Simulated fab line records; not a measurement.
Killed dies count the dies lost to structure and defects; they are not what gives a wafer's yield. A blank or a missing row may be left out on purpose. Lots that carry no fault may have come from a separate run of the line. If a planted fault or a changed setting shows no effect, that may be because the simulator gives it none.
fab line records | flow n5Finfet
record lots=13 | wafers=32 | lastDay=19
route steps=1938 shown BEOL_M2@884 TV_LITHO@1884 PAD_METAL@1896 PASSIVATION@1930
lots that met no fault: taken from a fault-free run of the same line
startH: the number of hours between the record's first day and the start of the first shown wafer of the lot | waitH: hours elapsed since this lot's preceding step | " repeats the value in the row above | L1.1+2: several wafers, shown together as one row | - no value, or no start given | * or withheld: withheld | < > ~ a bound
route shown NAME@n: names a module that has steps shown in the file, with the first one's number in the route | usual: the fault-free wafers' mean and standard deviation | same: alike in all rows | chamber/n: place in a boat | sites: the reading at each site | _std_site: standard deviation of those values | _edge_site: outer sites' mean less inner sites' | radiusMm: for every site, how far away it sits from the centre of the wafer | mask NAME#n: copy n | behind: the most recent tool/chamber to have shaped the wafer | hold: the reason the lot was held/the length of the hold in hours/how it ended | device: whichever transistor did not switch (one of n, p or np) | end of line: the route-end tests of the same wafers | a step without rows: its recipe alone | killed: count of dies lost to structure and defects at first sort (not the wafer's yield) | map: a wafer's dies, marking killed ones x, the rest . and places with no die _
set.NAME: the setting that was run; set.NAME@STEP: the one run at that earlier step | model.NAME: the simulator's own value behind a step, which no gauge read
route steps across a sampled set of lots; one table per step, one row per wafer
services: when a tool's chamber went out of use (startH, in hours from the record's first day, below 0 if earlier), for how many hours, and the reason
## steps
# step N5_BEOL_M2_ETCH_70
# recipe chemistry=N2/H2 | target=SOC | targetDepthA=800 | overetchA=240 | maskMaterial=SiARC | tempC=40 | timeS=130 | ionEnergyEv=200 | pressureMtorr=30 | sourceW=840 | biasW=150 | n2FlowSccm=200 | h2FlowSccm=200
# usual biasW=150.0/0.42 | drypumpMotorCurrentA=5.6/0.46 | oesProductAu=0.59/0.064 | rfVppV=524.8/2.7 | showerheadPlenumPTorr=2.57/0.091 | throttleValvePct=17.74/0.22
lot.wafer | tool       | chamber | startH | waitH | biasW | drypumpMotorCurrentA | oesProductAu | rfHoursCounterH | rfVppV | showerheadPlenumPTorr | throttleValvePct
L445.2    | rieDiel-02 | 1       | 144.96 | 0.0   | 150.1 | 5.4                  | 0.52         | 232             | 521.9  | 2.53                  | 18.23
L445.3    | "          | 0       | "      | "     | 150.3 | 6.3                  | 0.61         | 66              | 526.2  | 2.55                  | 17.73
L445.5    | "          | 1       | "      | "     | 150.9 | 5.5                  | 0.53         | -               | 524.0  | 2.53                  | 18.24
L448.1    | rieDiel-02 | 3       | 181.65 | 0.0   | 150.3 | 5.7                  | 0.70         | 7               | 522.3  | 2.47                  | 17.26
L448.5    | "          | 3       | "      | "     | 149.9 | 5.7                  | 0.69         | -               | 522.3  | 2.47                  | 17.25
L449.3    | rieDiel-03 | 0       | 204.78 | 0.0   | 149.8 | 5.0                  | 0.61         | 50              | 525.0  | 2.56                  | 17.51
L449.6    | "          | 2       | "      | "     | 150.9 | 5.3                  | 0.53         | -               | 519.4  | 2.41                  | 17.92
L454.1    | rieDiel-02 | 3       | 209.88 | 0.0   | 150.0 | 5.7                  | 0.67         | 19              | 522.0  | 2.46                  | 17.27
L454.2    | "          | 2       | "      | "     | 149.3 | 5.2                  | 0.56         | 134             | 527.3  | 2.64                  | 17.55
L454.5    | "          | 3       | "      | "     | 150.2 | 5.7                  | 0.67         | -               | 523.2  | 2.46                  | 17.27
L447.1    | rieDiel-04 | 0       | 209.95 | 0.0   | 149.6 | 5.8                  | 0.51         | 221             | 526.7  | 2.64                  | 17.95
L447.5    | "          | 1       | "      | "     | 150.6 | 5.7                  | 0.54         | -               | 522.6  | 2.54                  | 18.01
L447.6    | "          | 0       | "      | "     | 149.7 | 5.8                  | 0.51         | -               | 525.8  | 2.64                  | 17.96
L450.1    | rieDiel-03 | 2       | 212.71 | 0.0   | 149.6 | 5.2                  | 0.52         | 194             | 520.7  | 2.41                  | 17.92
L450.2    | "          | 3       | "      | "     | 149.9 | 4.9                  | 0.66         | 19              | 527.0  | 2.70                  | 17.57
L453.2    | rieDiel-03 | 1       | 219.68 | 0.0   | 150.5 | 5.8                  | 0.50         | 236             | 522.7  | 2.50                  | 17.69
L453.5    | "          | 3       | "      | "     | 149.6 | 4.9                  | 0.66         | -               | 528.4  | 2.70                  | 17.56
L459.1    | rieDiel-03 | 1       | 226.90 | 0.0   | 150.0 | 5.8                  | 0.51         | 238             | 524.0  | 2.50                  | 17.70
L459.4    | "          | 0       | "      | "     | 150.9 | 5.0                  | 0.61         | 57              | 524.2  | 2.56                  | 17.52
L460.1    | rieDiel-02 | 3       | 240.97 | 0.0   | 150.6 | 5.7                  | 0.65         | 30              | 519.9  | 2.46                  | 17.28
L460.3    | "          | 1       | "      | "     | 149.7 | 5.4                  | 0.70         | 9               | 522.5  | 2.52                  | 17.91
L460.5    | "          | 3       | "      | "     | 149.8 | 5.7                  | 0.65         | -               | 521.7  | 2.46                  | 17.30
L462.1    | rieDiel-02 | 2       | 262.46 | 0.0   | 150.0 | 5.2                  | 0.54         | 152             | 526.3  | 2.63                  | 17.59
L462.3    | "          | 3       | "      | "     | 149.5 | 5.7                  | 0.65         | 37              | 522.6  | 2.45                  | 17.31
L462.6    | "          | 2       | "      | "     | 150.4 | 5.2                  | 0.55         | -               | 526.4  | 2.63                  | 17.61
L464.1    | rieDiel-03 | 0       | 275.03 | 0.0   | 149.9 | 5.0                  | 0.59         | 74              | 524.1  | 2.55                  | 17.57
L464.3    | "          | 2       | "      | "     | 149.6 | 5.2                  | 0.51         | 217             | 519.8  | 2.40                  | 17.94
L465.1    | rieDiel-03 | 0       | 275.52 | 0.0   | 150.4 | 5.0                  | 0.60         | 74              | 524.0  | 2.55                  | 17.56
L465.2    | "          | 2       | "      | "     | 150.4 | 5.2                  | 0.51         | 217             | 519.4  | 2.40                  | 17.95
L465.5    | "          | 2       | "      | "     | 150.3 | 5.3                  | 0.51         | -               | 519.2  | 2.40                  | 17.96
L468.1    | rieDiel-04 | 0       | 294.24 | 0.0   | 149.4 | 5.8                  | 0.50         | 247             | 526.7  | 2.63                  | 18.00
L468.4    | "          | 2       | "      | "     | 150.4 | 6.2                  | 0.64         | 37              | 528.7  | 2.69                  | 17.60
# step N5_PASSIVATION_OVL_MEAS_60
# recipe pointsPerWafer=44
# usual TV_OVL=0/5.9
# same pointsPerWafer=44
lot.wafer | tool       | chamber | startH | waitH | TV_OVL[nm]
L445.2    | overlay-02 | 0       | 278.97 | 0.0   | -2
L445.3    | "          | 0       | "      | "     | -2
L445.5    | "          | 0       | "      | "     | -7
L449.3    | overlay-02 | 0       | 325.69 | 0.0   | -8
L449.6    | "          | 0       | "      | "     | 0
L448.1    | overlay-02 | 0       | 328.45 | 0.0   | 9
L448.5    | "          | 0       | "      | "     | 7
L447.1    | overlay-02 | 0       | 339.25 | 0.0   | 11
L447.5    | "          | 0       | "      | "     | 14
L447.6    | "          | 0       | "      | "     | 3
L454.1    | overlay-01 | 0       | 339.42 | 0.0   | 5
L454.2    | "          | 0       | "      | "     | -5
L454.5    | "          | 0       | "      | "     | 6
L450.1    | overlay-01 | 0       | 356.11 | 0.0   | -1
L450.2    | "          | 0       | "      | "     | 2
L453.2    | overlay-02 | 0       | 365.32 | 0.0   | -20
L453.5    | "          | 0       | "      | "     | -2
L459.1    | overlay-02 | 0       | 385.11 | 0.0   | -2
L459.4    | "          | 0       | "      | "     | -6
L462.1    | overlay-02 | 0       | 401.51 | 0.0   | 4
L462.3    | "          | 0       | "      | "     | -1
L462.6    | "          | 0       | "      | "     | 6
L460.1    | overlay-02 | 0       | 409.77 | 0.0   | 0
L460.3    | "          | 0       | "      | "     | 0
L460.5    | "          | 0       | "      | "     | -6
L464.1    | overlay-02 | 0       | 409.99 | 0.0   | 7
L464.3    | "          | 0       | "      | "     | 7
L465.1    | overlay-02 | 0       | 421.72 | 0.0   | 9
L465.2    | "          | 0       | "      | "     | 0
L465.5    | "          | 0       | "      | "     | 7
L468.1    | overlay-01 | 0       | 454.27 | 0.0   | -3
L468.4    | "          | 0       | "      | "     | 5
# step N5_PASSIVATION_AL_DEP_21
# recipe material=Al | targetThkA=28000 | tempC=400 | timeS=170 | powerW=30000 | chamberPressurePa=0.4 | gas=Ar
# usual throttleValvePct=29.6/1.3
lot.wafer | tool          | chamber | startH | waitH | throttleValvePct
L445.2    | pvdSputter-03 | -       | 280.51 | 0.1   | 28.7
L445.3    | "             | -       | "      | "     | 29.9
L445.5    | "             | -       | "      | "     | 29.0
L449.3    | pvdSputter-02 | -       | 326.72 | 0.1   | 30.1
L449.6    | "             | -       | "      | "     | 31.2
L448.1    | pvdSputter-01 | -       | 330.47 | 0.1   | 31.1
L448.5    | "             | -       | "      | "     | 32.6
L447.1    | pvdSputter-03 | -       | 340.44 | 0.1   | 29.2
L447.5    | "             | -       | "      | "     | 28.6
L447.6    | "             | -       | "      | "     | 29.2
L454.1    | pvdSputter-01 | -       | 340.63 | 0.1   | 32.7
L454.2    | "             | -       | "      | "     | 30.5
L454.5    | "             | -       | "      | "     | 30.8
L450.1    | pvdSputter-03 | -       | 357.72 | 0.1   | 29.0
L450.2    | "             | -       | "      | "     | 28.7
L453.2    | pvdSputter-03 | -       | 366.35 | 0.1   | 29.8
L453.5    | "             | -       | "      | "     | 27.9
L459.1    | pvdSputter-02 | -       | 386.58 | 0.1   | 30.2
L459.4    | "             | -       | "      | "     | 31.1
L462.1    | pvdSputter-03 | -       | 402.77 | 0.1   | 29.9
L462.3    | "             | -       | "      | "     | 29.3
L462.6    | "             | -       | "      | "     | 28.9
L460.1    | pvdSputter-01 | -       | 411.30 | 0.1   | 28.4
L460.3    | "             | -       | "      | "     | 32.7
L460.5    | "             | -       | "      | "     | 28.6
L464.1    | pvdSputter-03 | -       | 412.11 | 0.1   | 29.8
L464.3    | "             | -       | "      | "     | 27.9
L465.1    | pvdSputter-03 | -       | 422.90 | 0.1   | 28.8
L465.2    | "             | -       | "      | "     | 29.6
L465.5    | "             | -       | "      | "     | 28.8
L468.1    | pvdSputter-02 | -       | 455.31 | 0.1   | 31.4
L468.4    | "             | -       | "      | "     | 30.0
# step N5_PASSIVATION_ETCH_54
# recipe chemistry=CHF3/O2 | target=SiO2 | targetDepthA=8800 | CHF3_flow_sccm=50 | O2_flow_sccm=5 | Ar_flow_sccm=200 | timeS=440 | maskMaterial=PR | pressureMtorr=30 | sourceW=650 | biasW=170 | ionEnergyEv=200
# usual biasW=170.0/0.49 | drypumpMotorCurrentA=5.7/0.45 | oes_o_777_au=0.81/0.072 | oesProductAu=0.81/0.073 | rfVppV=524/13 | showerheadPlenumPTorr=2.43/0.074 | throttleValvePct=18.78/0.24
lot.wafer | tool       | chamber | startH | waitH | biasW | drypumpMotorCurrentA | oes_o_777_au | oesProductAu | rfHoursCounterH | rfVppV | showerheadPlenumPTorr | throttleValvePct
L445.2    | rieDiel-02 | 2       | 283.35 | 0.1   | 170.4 | 5.2                  | 0.77         | 0.73         | 158             | 515    | 2.49                  | 18.60
L445.3    | "          | 3       | "      | "     | 170.4 | 5.7                  | 0.89         | 0.87         | 44              | 517    | 2.35                  | 18.57
L445.5    | "          | 1       | "      | "     | 170.6 | 5.4                  | 0.93         | 0.92         | -               | 525    | 2.37                  | 18.81
L449.3    | rieDiel-04 | 2       | 329.37 | 0.1   | 168.8 | 6.2                  | 0.85         | 0.86         | 52              | 521    | 2.55                  | 18.66
L449.6    | "          | 3       | "      | "     | 170.7 | 6.0                  | 0.82         | 0.84         | -               | 548    | 2.42                  | 18.79
L448.1    | rieDiel-02 | 3       | 333.15 | 0.1   | 170.0 | 5.7                  | 0.86         | 0.84         | 62              | 515    | 2.35                  | 18.58
L448.5    | "          | 3       | "      | "     | 170.2 | 5.7                  | 0.86         | 0.84         | -               | 516    | 2.35                  | 18.62
L447.1    | rieDiel-03 | 3       | 346.17 | 0.1   | 170.5 | 4.8                  | 0.80         | 0.84         | 63              | 554    | 2.55                  | 18.67
L447.5    | "          | 2       | "      | "     | 169.2 | 5.3                  | 0.69         | 0.68         | -               | 528    | 2.29                  | 19.20
L447.6    | "          | 1       | "      | "     | 169.2 | 5.8                  | 0.88         | 0.91         | -               | 517    | 2.35                  | 18.34
L454.1    | rieDiel-04 | 1       | 346.20 | 0.1   | 169.7 | 5.7                  | 0.68         | 0.71         | 238             | 522    | 2.40                  | 19.14
L454.2    | "          | 0       | "      | "     | 169.5 | 5.8                  | 0.97         | 0.94         | 9               | 506    | 2.46                  | 18.37
L454.5    | "          | 2       | "      | "     | 170.0 | 6.2                  | 0.84         | 0.84         | -               | 519    | 2.54                  | 18.68
L450.1    | rieDiel-03 | 3       | 360.43 | 0.1   | 170.4 | 4.8                  | 0.79         | 0.83         | 68              | 553    | 2.54                  | 18.67
L450.2    | "          | 2       | "      | "     | 170.0 | 5.3                  | 0.69         | 0.68         | 243             | 527    | 2.29                  | 19.20
L453.2    | rieDiel-02 | 1       | 369.17 | 0.1   | 170.3 | 5.4                  | 0.88         | 0.87         | 55              | 527    | 2.36                  | 18.87
L453.5    | "          | 2       | "      | "     | 170.8 | 5.2                  | 0.74         | 0.71         | -               | 515    | 2.48                  | 18.66
L459.1    | rieDiel-02 | 3       | 389.39 | 0.1   | 170.8 | 5.7                  | 0.85         | 0.83         | 72              | 515    | 2.34                  | 18.61
L459.4    | "          | 0       | "      | "     | 170.6 | 6.3                  | 0.79         | 0.75         | 161             | 509    | 2.40                  | 19.14
L462.1    | rieDiel-03 | 0       | 405.89 | 0.1   | 170.2 | 5.0                  | 0.76         | 0.76         | 121             | 533    | 2.41                  | 18.85
L462.3    | "          | 1       | "      | "     | 169.5 | 5.8                  | 0.84         | 0.87         | 43              | 517    | 2.35                  | 18.38
L462.6    | "          | 1       | "      | "     | 169.5 | 5.8                  | 0.83         | 0.87         | -               | 517    | 2.35                  | 18.37
L460.1    | rieDiel-03 | 3       | 413.95 | 0.1   | 169.9 | 4.9                  | 0.77         | 0.80         | 91              | 553    | 2.53                  | 18.73
L460.3    | "          | 0       | "      | "     | 170.4 | 5.0                  | 0.76         | 0.76         | 124             | 532    | 2.41                  | 18.87
L460.5    | "          | 3       | "      | "     | 169.3 | 4.8                  | 0.76         | 0.81         | -               | 552    | 2.53                  | 18.72
L464.1    | rieDiel-02 | 1       | 415.00 | 0.1   | 171.3 | 5.5                  | 0.86         | 0.84         | 72              | 525    | 2.35                  | 18.90
L464.3    | "          | 2       | "      | "     | 170.8 | 5.2                  | 0.73         | 0.70         | 210             | 514    | 2.47                  | 18.66
L465.1    | rieDiel-02 | 0       | 425.89 | 0.1   | 169.9 | 6.3                  | 0.78         | 0.73         | 175             | 509    | 2.40                  | 19.17
L465.2    | "          | 2       | "      | "     | 169.9 | 5.2                  | 0.72         | 0.69         | 214             | 515    | 2.47                  | 18.68
L465.5    | "          | 2       | "      | "     | 169.8 | 5.2                  | 0.72         | 0.69         | -               | 514    | 2.47                  | 18.70
L468.1    | rieDiel-02 | 3       | 458.11 | 0.1   | 169.6 | 5.7                  | 0.82         | 0.80         | 99              | 517    | 2.33                  | 18.66
L468.4    | "          | 1       | "      | "     | 170.4 | 5.5                  | 0.83         | 0.82         | 89              | 526    | 2.34                  | 18.93
# step N5_PASSIVATION_PROBE_49
# usual defectLimitedYield=91.2/1.4 | killed_at_M0_to_M3=34/9.3 | killed_at_M4_up=14/5.9 | killedAtContacts=14/5.7 | killedAtFrontEnd=38/10 | killedAtOther=4/3.2 | killedDies=104/17 | killedOpen=67/13 | killedShort=33/6.9 | sort_bin_5_function=5.2/1 | sort_bin_6_memory=3.3/0.61 | sort_bin_8_speed=0.3/1.8 | sortNPass=1069/52
# same grossDies=1180 | killedAtBackSide=0 | sort_bin_4_leakage[%]=0
lot.wafer | tool      | chamber | startH | waitH | defectLimitedYield[%] | killed_at_M0_to_M3 | killed_at_M4_up | killedAtContacts | killedAtFrontEnd | killedAtOther | killedDies | killedOpen | killedShort | sort_bin_5_function[%] | sort_bin_6_memory[%] | sort_bin_8_speed[%] | sortNPass
L462.1    | prober-01 | -       | 408.68 | 0.0   | 80.6                  | 107                | 15              | 16               | 62               | 29            | 229        | 80         | 61          | 11.9                   | 4.7                  | 0                   | 951
L462.3    | prober-01 | -       | 408.78 | 0.1   | 77.2                  | 192                | 12              | 21               | 34               | 10            | 269        | 76         | 33          | 14.2                   | 5.0                  | 0.1                 | 910
L462.6    | prober-01 | -       | 408.93 | 0.3   | 81.3                  | 106                | 15              | 36               | 57               | 7             | 221        | 77         | 37          | 11.9                   | 3.6                  | 0                   | 959
L460.1    | prober-02 | -       | 416.73 | 0.0   | 75.4                  | 198                | 17              | 11               | 31               | 33            | 290        | 74         | 27          | 15.3                   | 5.4                  | 0                   | 890
L460.3    | prober-02 | -       | 416.83 | 0.1   | 77.1                  | 194                | 7               | 17               | 21               | 31            | 270        | 61         | 37          | 15.0                   | 4.3                  | 0                   | 910
L460.5    | prober-02 | -       | 416.93 | 0.2   | 78.1                  | 197                | 15              | 5                | 39               | 3             | 259        | 62         | 34          | 12.7                   | 4.9                  | 0                   | 921
# killed by level:class
L462.1 BEOL_M2:unspecified=68 BEOL_M0_SAQP:geometricParticle:short=22 PASSIVATION:areaEtch=19 MOL_CONTACT_COAG:geometricParticle:open=13 FIN_SAQP:geometricParticle:open=12 STI_FIN_REVEAL:geometricParticle:open=10 BEOL_M0_SAQP:geometricParticle:open=10 GATE_CUT:geometricParticle:short=7
L462.3 BEOL_M2:unspecified=155 STI_FIN_REVEAL:geometricParticle:open=17 MOL_CONTACT_COAG:geometricParticle:open=17 BEOL_M0_SAQP:geometricParticle:short=14 BEOL_M3:geometricParticle:open=7 BEOL_M0_SAQP:geometricParticle:open=7 BEOL_M1:geometricParticle:open=5 DUMMY_GATE:geometricParticle:open=4
L462.6 BEOL_M2:unspecified=70 MOL_CONTACT_COAG:areaEtch=25 STI_FIN_REVEAL:geometricParticle:open=14 BEOL_M0_SAQP:geometricParticle:open=13 FIN_SAQP:geometricParticle:open=11 BEOL_M0_SAQP:geometricParticle:short=9 MOL_CONTACT_COAG:geometricParticle:open=8 BEOL_M3:geometricParticle:open=7
L460.1 BEOL_M2:unspecified=154 PASSIVATION:areaEtch=33 BEOL_M3:geometricParticle:open=12 STI_FIN_REVEAL:geometricParticle:open=12 MOL_CONTACT_COAG:geometricParticle:open=8 BEOL_M0_SAQP:geometricParticle:open=8 BEOL_M5:geometricParticle:open=7 FIN_SAQP:geometricParticle:short=6
L460.3 BEOL_M2:unspecified=148 PASSIVATION:areaEtch=20 MOL_CONTACT_COAG:geometricParticle:open=17 BEOL_M1:geometricParticle:open=16 BEOL_M0_SAQP:geometricParticle:short=8 BEOL_M2:geometricParticle:open=6 BEOL_M1:geometricParticle:short=6 GATE_CUT:geometricParticle:short=4
L460.5 BEOL_M2:unspecified=158 STI_FIN_REVEAL:geometricParticle:open=9 FIN_SAQP:geometricParticle:open=7 BEOL_M0_SAQP:geometricParticle:short=7 BEOL_M2:geometricParticle:open=7 GATE_CUT:geometricParticle:short=6 BEOL_M1:geometricParticle:open=6 BEOL_M3:geometricParticle:open=6
## services
tool          | chamber | startH | hours | kind
rieDiel-03    | 3       | 134.34 | -     | clean
rieDiel-03    | 3       | 134.34 | -     | consumableReplace:focusRing
rieDiel-03    | 3       | 134.34 | -     | consumableReplace:showerhead
rieDiel-02    | 3       | 140.88 | -     | clean
rieDiel-02    | 3       | 140.88 | -     | consumableReplace:focusRing
rieDiel-02    | 3       | 140.88 | 17.4  | scheduledDown
rieDiel-02    | 3       | 140.88 | 17.4  | ventCycle
rieDiel-04    | 0       | 148.13 | 4.3   | repair
pvdSputter-01 | -       | 155.00 | 1.1   | repair
pvdSputter-01 | -       | 161.50 | 48.4  | repair
rieDiel-02    | 1       | 191.74 | -     | clean
rieDiel-02    | 1       | 191.74 | -     | consumableReplace:focusRing
rieDiel-02    | 1       | 191.74 | 22.8  | scheduledDown
rieDiel-02    | 1       | 191.74 | 22.8  | ventCycle
rieDiel-03    | 0       | 201.11 | 2.7   | repair
rieDiel-04    | 2       | 244.17 | 16.4  | repair
rieDiel-02    | 1       | 286.15 | 11.8  | repair
rieDiel-02    | 3       | 333.88 | 28.2  | repair
rieDiel-03    | 1       | 359.08 | 5.1   | repair
rieDiel-04    | 2       | 395.37 | 6.0   | repair
rieDiel-02    | -       | 402.40 | 1.1   | repair
rieDiel-02    | 2       | 438.88 | 4.3   | repair
rieDiel-02    | 0       | 440.69 | 2.0   | repair
rieDiel-04    | -       | 442.73 | 3.5   | repair
## key
firstSign step=N5_PASSIVATION_PROBE_49 | reading=killed_at_M0_to_M3 | direction=up | sigmas=14 | usual=34 | struck=166
effect step=N5_PASSIVATION_PROBE_49 | reading=killedDies | direction=up | sigmas=9 | usual=104 | struck=256
moreKillsBornAt N5_BEOL_M2_ETCH_70@rieDiel-02=753
metAt N5_BEOL_M2_ETCH_70
struckLots L460,L462
baselineLoss step=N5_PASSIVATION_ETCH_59 | wafers=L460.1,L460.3
baselineLoss step=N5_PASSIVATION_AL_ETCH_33 | wafers=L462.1
baselineLoss step=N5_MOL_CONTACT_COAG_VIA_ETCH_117 | wafers=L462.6
notActingAt N5_PASSIVATION_OVL_MEAS_60,N5_PASSIVATION_AL_DEP_21,N5_PASSIVATION_ETCH_54
onsetBetween 209.88 240.97
fault kind=chamberParticleSource | tool=rieDiel-02 | chamber=- | onsetH=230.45 | steps=N5_BEOL_M2_ETCH_70 | ratePerVisitCm2=1.7735 | endH=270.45
# baselineLoss: these wafers lose ten dies or more at that step, a loss of the line's own and not of a fault; the sort's usual values leave them out
